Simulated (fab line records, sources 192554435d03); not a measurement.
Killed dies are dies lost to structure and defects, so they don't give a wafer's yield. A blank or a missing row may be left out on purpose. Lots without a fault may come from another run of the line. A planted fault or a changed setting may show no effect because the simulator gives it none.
Chamber matching | flow n5_finfet | N5_BEOL_M14_STRIP_37 on rie_diel-04: 4 sister chambers
The step strips in O2. 4 wafers are shown with their chamber, then 10 later ones without.

WAFERS WITH THEIR CHAMBER
wafer  | chamber | showerhead_plenum_p_Torr (Torr)
L086.6 | 0       | 2.06
L089.6 | 3       | 1.97
L090.1 | 1       | 2.05
L090.3 | 2       | 2.21

WAFERS WITHOUT THEIR CHAMBER
wafer  | showerhead_plenum_p_Torr (Torr)
L090.5 | 2.05
L091.1 | 2.21
L091.5 | 2.05
L091.6 | 2.05
L094.2 | 2.05
L094.4 | 2.21
L094.6 | 2.23
L093.1 | 2.05
L093.2 | 2.05
L093.4 | 2.21

WHICH CHAMBER EACH WENT THROUGH
wafer  | from the rows above     | in truth
L090.5 | can't be placed: 1 or 0 | 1
L091.1 | 2                       | 2
L091.5 | can't be placed: 1 or 0 | 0
L091.6 | can't be placed: 1 or 0 | 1
L094.2 | can't be placed: 1 or 0 | 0
L094.4 | 2                       | 2
L094.6 | 2                       | 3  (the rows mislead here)
L093.1 | can't be placed: 1 or 0 | 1
L093.2 | can't be placed: 1 or 0 | 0
L093.4 | 2                       | 2
Placed correctly: 3 of 10. Can't be placed from these rows: 6 (the true chamber is among the candidates in 6). Placed wrongly: 1.
How it was worked out, from the rows above alone: a wafer's distance from a chamber is the root of the sum, over the readings, of the square of ((its reading less the chamber's mean) divided by the reading's scatter). The wafer belongs to the nearest chamber; if the next one is less than 2 further off, it can't be placed. A chamber's mean is the mean of its shown wafers. The scatter: with one shown wafer a chamber, the root of the mean of the squares of how far each hidden wafer lies from its nearest shown one.
